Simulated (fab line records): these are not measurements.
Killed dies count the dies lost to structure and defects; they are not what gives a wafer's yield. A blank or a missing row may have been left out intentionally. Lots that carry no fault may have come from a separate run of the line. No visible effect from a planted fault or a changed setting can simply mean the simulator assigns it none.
Matching of chambers -- flow nand_harc -- 4 sister chambers for NHARC_A_CONTACT_ETCH_88 on rie_diel-05
The step etches the open film in CF4, target depth 39 nm, time 65 s. 18 wafers are shown with their chamber, then 9 later ones without.

== EACH WAFER AND ITS CHAMBER ==
wafer,chamber,drypump_motor_current_A (A),showerhead_plenum_p_Torr (Torr),cf4_flow_sccm (sccm)
L203.2,0,5.5,1.73,149.7
L203.5,1,5.5,1.85,149.8
L203.6,2,5.8,1.76,150.4
L207.1,1,5.5,1.85,150.4
L207.2,0,5.5,1.73,150.2
L207.5,1,5.5,1.85,149.9
L211.1,3,4.9,1.71,150.3
L211.2,0,5.5,1.73,150.1
L211.4,3,4.9,1.71,149.8
L210.1,3,4.9,1.71,150.3
L210.3,0,5.5,1.73,149.7
L210.5,2,5.8,1.76,150.9
L215.1,2,5.8,1.76,150.3
L215.3,0,5.5,1.73,150.0
L215.6,3,4.8,1.70,149.5
L223.2,0,5.5,1.72,149.6
L223.3,3,4.9,1.70,149.3
L223.5,1,5.5,1.84,149.4

SIGNATURES, as means of the wafers listed above
reading,chamber 0,chamber 1,chamber 2,chamber 3,scatter within a chamber
drypump_motor_current_A,5.500,5.500,5.800,4.880,0.0239
showerhead_plenum_p_Torr,1.7283,1.8475,1.7600,1.7060,0.00446
cf4_flow_sccm,149.883,149.875,150.533,149.840,0.364
Rule: for each reading, subtract the chamber's mean from the wafer's reading, divide by that reading's scatter and square the result; add these up over the readings and take the root, which gives the wafer's distance from the chamber. If the next closest chamber is less than 2 further off than the closest, the wafer can't be placed; otherwise it belongs to the closest. The scatter: the root of (the sum of the squares of (reading less its chamber's mean) over the shown wafers, divided by (wafers less chambers)).

== WAFERS WHOSE CHAMBER IS MISSING ==
wafer,drypump_motor_current_A (A),showerhead_plenum_p_Torr (Torr),cf4_flow_sccm (sccm)
L224.3,5.5,1.72,148.9
L224.4,5.8,1.75,150.2
L224.5,5.8,1.75,149.6
L225.1,5.5,1.72,149.8
L225.3,5.8,1.75,150.5
L225.5,5.5,1.72,149.8
L226.2,5.8,1.75,149.3
L226.4,4.9,1.70,149.8
L226.6,5.5,1.72,150.3

== THE CHAMBER EACH PASSED THROUGH ==
wafer,from the rows above,in truth
L224.3,0,0
L224.4,2,2
L224.5,2,2
L225.1,0,0
L225.3,2,2
L225.5,0,0
L226.2,2,2
L226.4,3,3
L226.6,0,0
9 of 9 placed correctly. From these rows, 0 cannot be placed. Wrongly placed: 0.
